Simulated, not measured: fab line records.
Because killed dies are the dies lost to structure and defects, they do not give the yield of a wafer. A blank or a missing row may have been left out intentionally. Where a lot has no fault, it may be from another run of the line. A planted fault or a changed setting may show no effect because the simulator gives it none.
fab line records / flow n5_finfet
record: lots: 4 wafers: 12 last_day: 19
route steps=1938 shown BEOL_M1@767 BEOL_M4@1111 PASSIVATION@1936
lots untouched by any fault: they come from a run of this same line in which no faults occurred
start_h: hours from the record's opening day to when the first of the lot's shown wafers began / wait_h: how many hours have passed since the lot's step before this one / " same as the row above / L1.1+2: several wafers, shown together as one row / - no value, or no start was given / * or withheld: withheld / < > ~ a bound
route shown NAME@n: NAME is a module with steps in the file, n the number in the route of the first one / usual: mean and standard deviation over wafers with no fault / same: alike in all rows / chamber/n: place in a boat / sites: per-site readings / _std_site: standard deviation of those values / _edge_site: mean of outer sites minus mean of inner sites / radius_mm: for every site, how far away it sits from the centre of the wafer / mask NAME#n: copy n / behind: the tool/chamber that last shaped the wafer / hold: cause of the lot's hold/its duration in hours/its outcome / device: the transistor (n, p or np) that didn't switch / end of line: tests of these same wafers at the route's end / for a step that has no rows: nothing shown but its recipe / killed: not the wafer's yield, but the dies lost to structure and defects at the first sort / map: the dies of a wafer, with x for killed, . for not killed, _ for no die there
set.NAME: the setting as run; set.NAME@STEP: as run at that earlier step / model.NAME: the simulator's own value behind a step, which no gauge read
certain route steps with their lots: each step a table, each wafer a row
services: a tool's chamber out of use, with start hour (start_h, from the record's first day; less than 0 if before it), hours out, and reason
== steps ==
step: N5_BEOL_M1_DESCUM_16
recipe: chemistry: O2 time_s: 7 source_power_w: 50 bias_power_w: 20 pressure_mtorr: 20 rf_frequency_hz: 2.712e+07 temp_c: 40 resist: CAR-EUV o2_flow_sccm: 225
step: N5_BEOL_M1_ETCH_74
recipe: chemistry: N2/H2 target: underlayer target_depth_a: 65 mask_material: CAR-EUV time_s: 5.2 ion_energy_ev: 200 pressure_mtorr: 30 source_w: 840 bias_w: 150 n2_flow_sccm: 200 h2_flow_sccm: 200 ends: cleared
step: N5_BEOL_M1_ETCH_63
recipe: chemistry: CF4 target: SiARC target_depth_a: 156 mask_material: CAR-EUV time_s: 26 ion_energy_ev: 80 pressure_mtorr: 40 source_w: 545 bias_w: 36 Ar_flow_sccm: 100 cf4_flow_sccm: 100 ends: cleared
step: N5_BEOL_M1_ETCH_64
recipe: chemistry: N2/H2 target: SOC target_depth_a: 750 overetch_a: 150 mask_material: SiARC temp_c: 40 time_s: 112.5 ion_energy_ev: 200 pressure_mtorr: 30 source_w: 840 bias_w: 150 n2_flow_sccm: 200 h2_flow_sccm: 200
step: N5_BEOL_M1_STRIP_65
recipe: chemistry: N2/H2 temp_c: 40 n2_flow_sccm: 200 h2_flow_sccm: 200 rf_frequency_hz: 6e+07
step: N5_BEOL_M1_STRIP_75
recipe: chemistry: N2/H2 temp_c: 40 n2_flow_sccm: 200 h2_flow_sccm: 200 rf_frequency_hz: 6e+07
step: N5_BEOL_M1_STRIP_66
recipe: chemistry: CF4 resist: SiARC power_w: 300 bias_power_w: 75 pressure_mtorr: 50 cf4_flow_sccm: 150 rf_frequency_hz: 6e+07
step: N5_BEOL_M1_HM_OPEN_17
recipe: chemistry: Cl2/BCl3 target_depth_a: 200 overetch_a: 60 target: TiN mask_material: SOC ion_energy_ev: 150 pressure_mtorr: 10 icp_w: 1000 bias_w: 126 Cl2_flow_sccm: 53.25 bcl3_flow_sccm: 21.75 Ar_flow_sccm: 25
step: N5_BEOL_M1_STRIP_19
recipe: chemistry: O2 power_w: 400 temp_c: 40 pressure_mtorr: 30 rf_frequency_hz: 6e+07 bias_power_w: 0 overash_fraction: 0.2 o2_flow_sccm: 225
step: N5_BEOL_M1_COAT_67
recipe: resist: SOC temp_c: 250 time_s: 60 spin_rpm: 1500 resist_thk_nm: 60
usual: spin_speed_rpm: 1499.9/1.1
lot.wafer=L151.1 tool=litho_track-01 chamber=0 start_h=130.86 wait_h=0.0 spin_speed_rpm=1499.7 model.SOC_of_BEOL_M1_COAT_67.thk_nm=59.8
lot.wafer=L151.3 tool=litho_track-01 chamber=0 start_h=130.86 wait_h=0.0 spin_speed_rpm=1500.4 model.SOC_of_BEOL_M1_COAT_67.thk_nm=60
lot.wafer=L151.6 tool=litho_track-01 chamber=0 start_h=130.86 wait_h=0.0 spin_speed_rpm=1499.9 model.SOC_of_BEOL_M1_COAT_67.thk_nm=59.8
lot.wafer=L166.1 tool=litho_track-05 chamber=0 start_h=224.33 wait_h=0.0 spin_speed_rpm=1497.6 model.SOC_of_BEOL_M1_COAT_67.thk_nm=59.4
lot.wafer=L166.2 tool=litho_track-05 chamber=0 start_h=224.33 wait_h=0.0 spin_speed_rpm=1500.8 model.SOC_of_BEOL_M1_COAT_67.thk_nm=59.6
lot.wafer=L166.3 tool=litho_track-05 chamber=0 start_h=224.33 wait_h=0.0 spin_speed_rpm=1497.6 model.SOC_of_BEOL_M1_COAT_67.thk_nm=59.6
lot.wafer=L171.1 tool=litho_track-05 chamber=0 start_h=244.56 wait_h=0.0 spin_speed_rpm=1424.8 model.SOC_of_BEOL_M1_COAT_67.thk_nm=61.4
lot.wafer=L171.4 tool=litho_track-05 chamber=0 start_h=244.56 wait_h=0.0 spin_speed_rpm=1424.9 model.SOC_of_BEOL_M1_COAT_67.thk_nm=61.4
lot.wafer=L171.5 tool=litho_track-05 chamber=0 start_h=244.56 wait_h=0.0 spin_speed_rpm=1425.4 model.SOC_of_BEOL_M1_COAT_67.thk_nm=61.4
lot.wafer=L172.3 tool=litho_track-05 chamber=0 start_h=255.01 wait_h=0.0 spin_speed_rpm=1423.6 model.SOC_of_BEOL_M1_COAT_67.thk_nm=61.4
lot.wafer=L172.5 tool=litho_track-05 chamber=0 start_h=255.01 wait_h=0.0 spin_speed_rpm=1424.9 model.SOC_of_BEOL_M1_COAT_67.thk_nm=61.4
lot.wafer=L172.6 tool=litho_track-05 chamber=0 start_h=255.01 wait_h=0.0 spin_speed_rpm=1424.7 model.SOC_of_BEOL_M1_COAT_67.thk_nm=61.4
step: N5_BEOL_M1_COAT_68
recipe: resist: SiARC temp_c: 220 time_s: 60 spin_rpm: 1500 resist_thk_nm: 12
step: N5_BEOL_M1_COAT_76
recipe: resist: underlayer temp_c: 205 time_s: 60 spin_rpm: 1500 resist_thk_nm: 5
step: N5_BEOL_M1_COAT_22
recipe: resist: CAR-EUV spin_rpm: 1500 resist_thk_nm: 30
step: N5_BEOL_M1_EBR_24
recipe: solvent: PGMEA ebr_width_mm: 1.5
step: N5_BEOL_M1_SOFTBAKE_23
recipe: temp_c: 110 time_s: 60 resist: CAR-EUV
step: N5_BEOL_M1_EXPOSE_25
recipe: mask_id: V0 na: 0.33 source_shape: quasar sigma_inner: 0.2 sigma_outer: 0.8 polarization: unpolarized defocus_nm: 5 target_cd_nm: 24 dose_mj: 63
step: N5_BEOL_M1_PEB_26
recipe: peb_temp_c: 100 peb_time_s: 60 resist: CAR-EUV
step: N5_BEOL_M1_DEVELOP_27
recipe: develop_time_s: 30 developer: TMAH resist: CAR-EUV rinse_liquid: surfactant_rinse dry: air_spin dev_temp_c: 23
step: N5_BEOL_M1_DESCUM_33
recipe: chemistry: O2 time_s: 7 source_power_w: 50 bias_power_w: 20 pressure_mtorr: 20 rf_frequency_hz: 2.712e+07 temp_c: 40 resist: CAR-EUV o2_flow_sccm: 225
step: N5_BEOL_M1_ETCH_77
recipe: chemistry: N2/H2 target: underlayer target_depth_a: 65 mask_material: CAR-EUV time_s: 5.2 ion_energy_ev: 200 pressure_mtorr: 30 source_w: 840 bias_w: 150 n2_flow_sccm: 200 h2_flow_sccm: 200 ends: cleared
step: N5_BEOL_M1_ETCH_69
recipe: chemistry: CF4 target: SiARC target_depth_a: 156 mask_material: CAR-EUV time_s: 26 ion_energy_ev: 80 pressure_mtorr: 40 source_w: 545 bias_w: 36 Ar_flow_sccm: 100 cf4_flow_sccm: 100 ends: cleared
step: N5_BEOL_M1_ALD_98
recipe: material: SiO2 target_thk_a: 25 temp_c: 100 ald_precursor_family: BDEAS ald_co_reactant: O2-plasma pulse_time_s: 1 co_reactant_pulse_time_s: 1 purge_time_s: 2 co_reactant_purge_time_s: 2 ald_cycles: 17 pressure_torr: 2
step: N5_BEOL_M1_ETCHBACK_99
recipe: chemistry: CHF3 target: SiO2 target_depth_a: 50 time_s: 10.4 source_w: 215 bias_w: 47 Ar_flow_sccm: 200 CHF3_flow_sccm: 12 ion_energy_ev: 100 pressure_mtorr: 30
step: N5_BEOL_M1_ETCH_70
recipe: chemistry: N2/H2 target: SOC target_depth_a: 800 overetch_a: 160 mask_material: SiARC temp_c: 40 time_s: 120 ion_energy_ev: 200 pressure_mtorr: 30 source_w: 840 bias_w: 150 n2_flow_sccm: 200 h2_flow_sccm: 200
usual: drypump_motor_current_A: 5.5/0.46 oes_product_au: 0.60/0.071 rf_vpp_V: 524.4/2.7 showerhead_plenum_p_Torr: 2.55/0.095 throttle_valve_pct: 17.63/0.17
lot.wafer=L151.1 tool=rie_diel-02 chamber=0 start_h=132.97 wait_h=0.0 drypump_motor_current_A=5.0 oes_product_au=0.54 rf_hours_counter_h=220 rf_vpp_V=523.3 showerhead_plenum_p_Torr=2.62 throttle_valve_pct=17.60 model.etch.depth_nm=59.88
lot.wafer=L151.3 tool=rie_diel-02 chamber=2 start_h=132.97 wait_h=0.0 drypump_motor_current_A=5.6 oes_product_au=0.58 rf_hours_counter_h=169 rf_vpp_V=526.9 showerhead_plenum_p_Torr=2.64 throttle_valve_pct=17.68 model.etch.depth_nm=59.97
lot.wafer=L151.6 tool=rie_diel-02 chamber=3 start_h=132.97 wait_h=0.0 drypump_motor_current_A=6.0 oes_product_au=0.57 rf_hours_counter_h=- rf_vpp_V=519.8 showerhead_plenum_p_Torr=2.41 throttle_valve_pct=17.63 model.etch.depth_nm=59.82
lot.wafer=L166.1 tool=rie_diel-02 chamber=1 start_h=244.71 wait_h=0.0 drypump_motor_current_A=6.5 oes_product_au=0.57 rf_hours_counter_h=145 rf_vpp_V=521.9 showerhead_plenum_p_Torr=2.43 throttle_valve_pct=17.80 model.etch.depth_nm=59.43
lot.wafer=L166.2 tool=rie_diel-02 chamber=3 start_h=244.71 wait_h=0.0 drypump_motor_current_A=6.0 oes_product_au=0.56 rf_hours_counter_h=211 rf_vpp_V=520.4 showerhead_plenum_p_Torr=2.39 throttle_valve_pct=17.66 model.etch.depth_nm=59.56
lot.wafer=L166.3 tool=rie_diel-02 chamber=2 start_h=244.71 wait_h=0.0 drypump_motor_current_A=5.6 oes_product_au=0.55 rf_hours_counter_h=208 rf_vpp_V=524.7 showerhead_plenum_p_Torr=2.62 throttle_valve_pct=17.75 model.etch.depth_nm=59.58
lot.wafer=L171.1 tool=rie_diel-02 chamber=1 start_h=256.61 wait_h=0.0 drypump_motor_current_A=6.4 oes_product_au=0.58 rf_hours_counter_h=151 rf_vpp_V=522.2 showerhead_plenum_p_Torr=2.43 throttle_valve_pct=17.84 model.etch.depth_nm=61.36
lot.wafer=L171.4 tool=rie_diel-02 chamber=0 start_h=256.61 wait_h=0.0 drypump_motor_current_A=5.0 oes_product_au=0.77 rf_hours_counter_h=0 rf_vpp_V=525.0 showerhead_plenum_p_Torr=2.60 throttle_valve_pct=17.15 model.etch.depth_nm=61.33
lot.wafer=L171.5 tool=rie_diel-02 chamber=1 start_h=256.61 wait_h=0.0 drypump_motor_current_A=6.4 oes_product_au=0.58 rf_hours_counter_h=- rf_vpp_V=521.4 showerhead_plenum_p_Torr=2.42 throttle_valve_pct=17.84 model.etch.depth_nm=61.46
lot.wafer=L172.3 tool=rie_diel-05 chamber=0 start_h=264.26 wait_h=0.0 drypump_motor_current_A=5.6 oes_product_au=0.71 rf_hours_counter_h=20 rf_vpp_V=522.5 showerhead_plenum_p_Torr=2.49 throttle_valve_pct=17.65 model.etch.depth_nm=61.44
lot.wafer=L172.5 tool=rie_diel-05 chamber=3 start_h=264.26 wait_h=0.0 drypump_motor_current_A=4.9 oes_product_au=0.53 rf_hours_counter_h=- rf_vpp_V=526.4 showerhead_plenum_p_Torr=2.58 throttle_valve_pct=17.67 model.etch.depth_nm=61.38
lot.wafer=L172.6 tool=rie_diel-05 chamber=2 start_h=264.26 wait_h=0.0 drypump_motor_current_A=5.6 oes_product_au=0.73 rf_hours_counter_h=- rf_vpp_V=527.9 showerhead_plenum_p_Torr=2.70 throttle_valve_pct=17.47 model.etch.depth_nm=61.42
step: N5_BEOL_M1_STRIP_71
recipe: chemistry: N2/H2 temp_c: 40 n2_flow_sccm: 200 h2_flow_sccm: 200 rf_frequency_hz: 6e+07
step: N5_BEOL_M1_STRIP_78
recipe: chemistry: N2/H2 temp_c: 40 n2_flow_sccm: 200 h2_flow_sccm: 200 rf_frequency_hz: 6e+07
step: N5_BEOL_M1_VIA_ETCH_34
recipe: chemistry: C4F6/O2 target_depth_a: 678 mask_material: SOC pressure_mtorr: 15 ion_energy_ev: 250 taper_deg: 4 time_s: 64.4 source_w: 350 bias_w: 170 Ar_flow_sccm: 300 C4F6_flow_sccm: 10 O2_flow_sccm: 10
usual: drypump_motor_current_A: 5.5/0.46 oes_product_au: 0.78/0.1 rf_vpp_V: 675/8.7 showerhead_plenum_p_Torr: 2.86/0.094 throttle_valve_pct: 30.57/0.25
lot.wafer=L151.1 tool=rie_diel-02 chamber=0 start_h=133.07 wait_h=0.0 drypump_motor_current_A=5.0 oes_product_au=0.70 rf_hours_counter_h=220 rf_vpp_V=674 showerhead_plenum_p_Torr=2.92 throttle_valve_pct=30.44 model.SOC_of_BEOL_M1_COAT_67.thk_nm=52
lot.wafer=L151.3 tool=rie_diel-02 chamber=2 start_h=133.07 wait_h=0.0 drypump_motor_current_A=5.6 oes_product_au=0.74 rf_hours_counter_h=169 rf_vpp_V=672 showerhead_plenum_p_Torr=2.92 throttle_valve_pct=30.14 model.SOC_of_BEOL_M1_COAT_67.thk_nm=52.2
lot.wafer=L151.6 tool=rie_diel-02 chamber=3 start_h=133.07 wait_h=0.0 drypump_motor_current_A=6.0 oes_product_au=0.74 rf_hours_counter_h=- rf_vpp_V=666 showerhead_plenum_p_Torr=2.74 throttle_valve_pct=30.74 model.SOC_of_BEOL_M1_COAT_67.thk_nm=52
lot.wafer=L166.1 tool=rie_diel-02 chamber=1 start_h=244.81 wait_h=0.0 drypump_motor_current_A=6.4 oes_product_au=0.75 rf_hours_counter_h=145 rf_vpp_V=671 showerhead_plenum_p_Torr=2.75 throttle_valve_pct=30.98 model.SOC_of_BEOL_M1_COAT_67.thk_nm=51.6
lot.wafer=L166.2 tool=rie_diel-02 chamber=3 start_h=244.81 wait_h=0.0 drypump_motor_current_A=6.0 oes_product_au=0.70 rf_hours_counter_h=211 rf_vpp_V=664 showerhead_plenum_p_Torr=2.72 throttle_valve_pct=30.80 model.SOC_of_BEOL_M1_COAT_67.thk_nm=51.8
lot.wafer=L166.3 tool=rie_diel-02 chamber=2 start_h=244.81 wait_h=0.0 drypump_motor_current_A=5.6 oes_product_au=0.72 rf_hours_counter_h=208 rf_vpp_V=672 showerhead_plenum_p_Torr=2.90 throttle_valve_pct=30.18 model.SOC_of_BEOL_M1_COAT_67.thk_nm=51.6
lot.wafer=L171.1 tool=rie_diel-02 chamber=1 start_h=256.71 wait_h=0.0 drypump_motor_current_A=6.4 oes_product_au=0.75 rf_hours_counter_h=152 rf_vpp_V=671 showerhead_plenum_p_Torr=2.74 throttle_valve_pct=31.01 model.SOC_of_BEOL_M1_COAT_67.thk_nm=53.6
lot.wafer=L171.4 tool=rie_diel-02 chamber=0 start_h=256.71 wait_h=0.0 drypump_motor_current_A=5.0 oes_product_au=1.00 rf_hours_counter_h=0 rf_vpp_V=675 showerhead_plenum_p_Torr=2.91 throttle_valve_pct=29.95 model.SOC_of_BEOL_M1_COAT_67.thk_nm=53.2
lot.wafer=L171.5 tool=rie_diel-02 chamber=1 start_h=256.71 wait_h=0.0 drypump_motor_current_A=6.5 oes_product_au=0.75 rf_hours_counter_h=- rf_vpp_V=672 showerhead_plenum_p_Torr=2.74 throttle_valve_pct=30.99 model.SOC_of_BEOL_M1_COAT_67.thk_nm=53.6
lot.wafer=L172.3 tool=rie_diel-05 chamber=0 start_h=264.36 wait_h=0.0 drypump_motor_current_A=5.6 oes_product_au=0.93 rf_hours_counter_h=20 rf_vpp_V=658 showerhead_plenum_p_Torr=2.78 throttle_valve_pct=30.51 model.SOC_of_BEOL_M1_COAT_67.thk_nm=53.4
lot.wafer=L172.5 tool=rie_diel-05 chamber=3 start_h=264.36 wait_h=0.0 drypump_motor_current_A=4.9 oes_product_au=0.68 rf_hours_counter_h=- rf_vpp_V=684 showerhead_plenum_p_Torr=2.91 throttle_valve_pct=30.71 model.SOC_of_BEOL_M1_COAT_67.thk_nm=53.4
lot.wafer=L172.6 tool=rie_diel-05 chamber=2 start_h=264.36 wait_h=0.0 drypump_motor_current_A=5.6 oes_product_au=0.98 rf_hours_counter_h=- rf_vpp_V=675 showerhead_plenum_p_Torr=3.03 throttle_valve_pct=30.65 model.SOC_of_BEOL_M1_COAT_67.thk_nm=53.2
step: N5_BEOL_M1_STRIP_83
recipe: chemistry: C4F6/O2 resist: SiARC rf_frequency_hz: 6e+07
step: N5_BEOL_M4_RC_MEAS_101
usual: DIBL_N: 36.0/1.9 DIBL_P: 35.6/2.2 IOFF_N: 0.15/0.031 IOFF_P: 0.19/0.032 ION_N: 668/11 ION_P: 455/7.2 SS_N: 71.5/0.65 SS_P: 73.4/0.64 VT_N: 251/3.6 VT_P: -253/3.3
lot.wafer=L151.1 tool=prober-02 chamber=0 start_h=193.73 wait_h=0.0 DIBL_N[mV/V]=38.4 DIBL_P[mV/V]=38.5 IOFF_N[nA/um]=0.17 IOFF_P[nA/um]=0.19 ION_N[uA/um]=676 ION_P[uA/um]=449 SS_N[mV/dec]=72.3 SS_P[mV/dec]=74.2 VT_N[mV]=249 VT_P[mV]=-254
lot.wafer=L151.3 tool=prober-02 chamber=0 start_h=193.73 wait_h=0.0 DIBL_N[mV/V]=36.9 DIBL_P[mV/V]=37.4 IOFF_N[nA/um]=0.14 IOFF_P[nA/um]=0.18 ION_N[uA/um]=667 ION_P[uA/um]=448 SS_N[mV/dec]=71.9 SS_P[mV/dec]=73.7 VT_N[mV]=252 VT_P[mV]=-254
lot.wafer=L151.6 tool=prober-02 chamber=0 start_h=193.73 wait_h=0.0 DIBL_N[mV/V]=36.8 DIBL_P[mV/V]=37.4 IOFF_N[nA/um]=0.14 IOFF_P[nA/um]=0.17 ION_N[uA/um]=660 ION_P[uA/um]=451 SS_N[mV/dec]=72.2 SS_P[mV/dec]=73.3 VT_N[mV]=252 VT_P[mV]=-255
lot.wafer=L166.1 tool=prober-01 chamber=0 start_h=308.32 wait_h=0.0 DIBL_N[mV/V]=34.6 DIBL_P[mV/V]=36.4 IOFF_N[nA/um]=0.15 IOFF_P[nA/um]=0.21 ION_N[uA/um]=671 ION_P[uA/um]=463 SS_N[mV/dec]=71.2 SS_P[mV/dec]=73.3 VT_N[mV]=249 VT_P[mV]=-248
lot.wafer=L166.2 tool=prober-01 chamber=0 start_h=308.32 wait_h=0.0 DIBL_N[mV/V]=34.0 DIBL_P[mV/V]=34.4 IOFF_N[nA/um]=0.13 IOFF_P[nA/um]=0.17 ION_N[uA/um]=659 ION_P[uA/um]=450 SS_N[mV/dec]=70.9 SS_P[mV/dec]=72.7 VT_N[mV]=252 VT_P[mV]=-251
lot.wafer=L166.3 tool=prober-01 chamber=0 start_h=308.32 wait_h=0.0 DIBL_N[mV/V]=35.1 DIBL_P[mV/V]=36.5 IOFF_N[nA/um]=0.15 IOFF_P[nA/um]=0.21 ION_N[uA/um]=673 ION_P[uA/um]=464 SS_N[mV/dec]=70.8 SS_P[mV/dec]=73.3 VT_N[mV]=250 VT_P[mV]=-254
lot.wafer=L171.1 tool=prober-02 chamber=0 start_h=325.81 wait_h=0.0 DIBL_N[mV/V]=39.4 DIBL_P[mV/V]=40.4 IOFF_N[nA/um]=0.24 IOFF_P[nA/um]=0.31 ION_N[uA/um]=692 ION_P[uA/um]=473 SS_N[mV/dec]=73.1 SS_P[mV/dec]=74.7 VT_N[mV]=244 VT_P[mV]=-243
lot.wafer=L171.4 tool=prober-02 chamber=0 start_h=325.81 wait_h=0.0 DIBL_N[mV/V]=37.2 DIBL_P[mV/V]=36.9 IOFF_N[nA/um]=0.18 IOFF_P[nA/um]=0.23 ION_N[uA/um]=681 ION_P[uA/um]=465 SS_N[mV/dec]=72.0 SS_P[mV/dec]=73.5 VT_N[mV]=248 VT_P[mV]=-248
lot.wafer=L171.5 tool=prober-02 chamber=0 start_h=325.81 wait_h=0.0 DIBL_N[mV/V]=36.8 DIBL_P[mV/V]=36.4 IOFF_N[nA/um]=0.17 IOFF_P[nA/um]=0.22 ION_N[uA/um]=673 ION_P[uA/um]=456 SS_N[mV/dec]=72.0 SS_P[mV/dec]=73.3 VT_N[mV]=248 VT_P[mV]=-249
lot.wafer=L172.3 tool=prober-02 chamber=0 start_h=334.02 wait_h=0.3 DIBL_N[mV/V]=31.3 DIBL_P[mV/V]=31.4 IOFF_N[nA/um]=0.09 IOFF_P[nA/um]=0.12 ION_N[uA/um]=643 ION_P[uA/um]=437 SS_N[mV/dec]=70.9 SS_P[mV/dec]=73.3 VT_N[mV]=258 VT_P[mV]=-261
lot.wafer=L172.5 tool=prober-02 chamber=0 start_h=334.02 wait_h=0.3 DIBL_N[mV/V]=30.9 DIBL_P[mV/V]=31.4 IOFF_N[nA/um]=0.09 IOFF_P[nA/um]=0.12 ION_N[uA/um]=644 ION_P[uA/um]=437 SS_N[mV/dec]=71.8 SS_P[mV/dec]=72.3 VT_N[mV]=260 VT_P[mV]=-263
lot.wafer=L172.6 tool=prober-02 chamber=0 start_h=334.02 wait_h=0.3 DIBL_N[mV/V]=33.4 DIBL_P[mV/V]=34.2 IOFF_N[nA/um]=0.12 IOFF_P[nA/um]=0.14 ION_N[uA/um]=659 ION_P[uA/um]=441 SS_N[mV/dec]=71.5 SS_P[mV/dec]=73.0 VT_N[mV]=257 VT_P[mV]=-262
step: N5_PASSIVATION_PROBE_49
usual: defect_limited_yield: 91.3/1.4 killed_at_M0_to_M3: 34/10 killed_at_M4_up: 14/5.5 killed_at_contacts: 12/6 killed_at_front_end: 40/10 killed_at_other: 3.0/2.4 killed_dies: 103/17 killed_open: 68/13 killed_short: 34/7.8 sort_bin_5_function: 5.1/0.97 sort_bin_6_memory: 3.3/0.66 sort_bin_8_speed: 0.02/0.12 sort_n_pass: 1077/17 sort_yield_pct: 91.2/1.4
same: gross_dies: 1180 killed_at_back_side: 0 sort_bin_4_leakage[%]: 0
lot.wafer=L166.2 tool=prober-01 chamber=- start_h=423.34 wait_h=0.1 defect_limited_yield[%]=89.0 killed_at_M0_to_M3=45 killed_at_M4_up=15 killed_at_contacts=22 killed_at_front_end=47 killed_at_other=1 killed_dies=130 killed_open=87 killed_short=43 sort_bin_5_function[%]=6.0 sort_bin_6_memory[%]=4.8 sort_bin_8_speed[%]=0 sort_n_pass=1050 sort_yield_pct[%]=89.0
lot.wafer=L171.1 tool=prober-01 chamber=- start_h=450.28 wait_h=0.0 defect_limited_yield[%]=91.6 killed_at_M0_to_M3=32 killed_at_M4_up=12 killed_at_contacts=11 killed_at_front_end=38 killed_at_other=6 killed_dies=99 killed_open=62 killed_short=32 sort_bin_5_function[%]=4.3 sort_bin_6_memory[%]=3.8 sort_bin_8_speed[%]=0 sort_n_pass=1081 sort_yield_pct[%]=91.6
lot.wafer=L171.4 tool=prober-01 chamber=- start_h=450.43 wait_h=0.2 defect_limited_yield[%]=93.0 killed_at_M0_to_M3=20 killed_at_M4_up=16 killed_at_contacts=5 killed_at_front_end=33 killed_at_other=9 killed_dies=83 killed_open=52 killed_short=30 sort_bin_5_function[%]=3.8 sort_bin_6_memory[%]=3.1 sort_bin_8_speed[%]=0 sort_n_pass=1097 sort_yield_pct[%]=93.0
lot.wafer=L171.5 tool=prober-01 chamber=- start_h=450.48 wait_h=0.2 defect_limited_yield[%]=91.8 killed_at_M0_to_M3=32 killed_at_M4_up=10 killed_at_contacts=20 killed_at_front_end=30 killed_at_other=5 killed_dies=97 killed_open=69 killed_short=26 sort_bin_5_function[%]=5.2 sort_bin_6_memory[%]=2.9 sort_bin_8_speed[%]=0 sort_n_pass=1083 sort_yield_pct[%]=91.8
killed by level:class
L166.2 MOL_CONTACT_COAG:geometric_particle:open=20 FIN_SAQP:geometric_particle:open=15 FIN_SAQP:geometric_particle:short=10 BEOL_M0_SAQP:geometric_particle:open=10 BEOL_M0_SAQP:geometric_particle:short=7 BEOL_M1:geometric_particle:open=6 BEOL_M3:geometric_particle:open=6 GATE_CUT:geometric_particle:short=5
L171.1 MOL_CONTACT_COAG:geometric_particle:open=10 BEOL_M0_SAQP:geometric_particle:open=9 FIN_SAQP:geometric_particle:short=8 STI_FIN_REVEAL:geometric_particle:open=6 FIN_SAQP:geometric_particle:open=5 DUMMY_GATE:geometric_particle:open=5 BEOL_M0_SAQP:geometric_particle:short=5 BEOL_M3:geometric_particle:short=4
L171.4 FIN_SAQP:geometric_particle:short=9 FIN_SAQP:geometric_particle:open=6 BEOL_M5:geometric_particle:open=6 BEOL_M2:geometric_particle:open=5 BEOL_M4:geometric_particle:open=5 DUMMY_GATE:geometric_particle:short=4 MOL_CONTACT_COAG:geometric_particle:open=4 BEOL_M0_SAQP:geometric_particle:open=4
L171.5 MOL_CONTACT_COAG:geometric_particle:open=15 BEOL_M3:geometric_particle:open=10 FIN_SAQP:geometric_particle:short=7 BEOL_M0_SAQP:geometric_particle:open=7 BEOL_M2:geometric_particle:open=6 FIN_SAQP:geometric_particle:open=5 ILD0:geometric_particle:open=5 MOL_CONTACT_COAG:geometric_particle:short=5
== services ==
tool=rie_diel-02 chamber=1 start_h=125.47 hours=2.9 kind=repair
tool=litho_track-01 chamber=- start_h=134.47 hours=- kind=consumable_replace:filter
tool=rie_diel-05 chamber=- start_h=154.02 hours=2.8 kind=pm
tool=rie_diel-02 chamber=1 start_h=154.53 hours=9.8 kind=repair
tool=litho_track-01 chamber=- start_h=161.92 hours=- kind=consumable_replace:filter
tool=rie_diel-05 chamber=3 start_h=171.94 hours=12.6 kind=repair
tool=rie_diel-05 chamber=0 start_h=184.97 hours=- kind=clean
tool=rie_diel-05 chamber=0 start_h=184.97 hours=- kind=consumable_replace:focus_ring
tool=rie_diel-05 chamber=0 start_h=184.97 hours=23.1 kind=scheduled_down
tool=rie_diel-05 chamber=0 start_h=184.97 hours=23.1 kind=vent_cycle
tool=rie_diel-05 chamber=2 start_h=208.17 hours=- kind=clean
tool=rie_diel-05 chamber=2 start_h=208.17 hours=- kind=consumable_replace:esc
tool=rie_diel-05 chamber=2 start_h=208.17 hours=- kind=consumable_replace:focus_ring
tool=rie_diel-05 chamber=2 start_h=208.17 hours=- kind=consumable_replace:showerhead
tool=rie_diel-05 chamber=2 start_h=208.17 hours=32.3 kind=scheduled_down
tool=rie_diel-05 chamber=2 start_h=208.17 hours=32.3 kind=vent_cycle
tool=rie_diel-02 chamber=1 start_h=229.90 hours=7.5 kind=repair
tool=rie_diel-02 chamber=0 start_h=237.40 hours=- kind=clean
tool=rie_diel-02 chamber=0 start_h=237.40 hours=- kind=consumable_replace:focus_ring
tool=rie_diel-02 chamber=0 start_h=237.40 hours=18.5 kind=scheduled_down
tool=rie_diel-02 chamber=0 start_h=237.40 hours=18.5 kind=vent_cycle
== key ==
first_sign: step: N5_BEOL_M1_COAT_67 reading: spin_speed_rpm direction: down sigmas: 68 usual: * struck: *
effect none on later readings
model_effect: step: N5_BEOL_M1_COAT_67 value: SOC_of_BEOL_M1_COAT_67.thk_nm without: 59.8 struck: 61.4
model_effect: step: N5_BEOL_M1_ETCH_70 value: etch.depth_nm without: 59.83 struck: 61.4
model_effect: step: N5_BEOL_M1_VIA_ETCH_34 value: SOC_of_BEOL_M1_COAT_67.thk_nm without: 51.87 struck: 53.4
met_at N5_BEOL_M1_COAT_67
struck_wafers L171.1,L171.4,L171.5,L172.3,L172.5,L172.6
onset_between 224.33 244.56
fault: kind: process_parameter_drift tool: litho_track-05 chamber: - onset_h: 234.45 steps: N5_BEOL_M1_COAT_67 channel: spin_rpm offset: * shape: step end_h: 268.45 acts_in: * stated: *
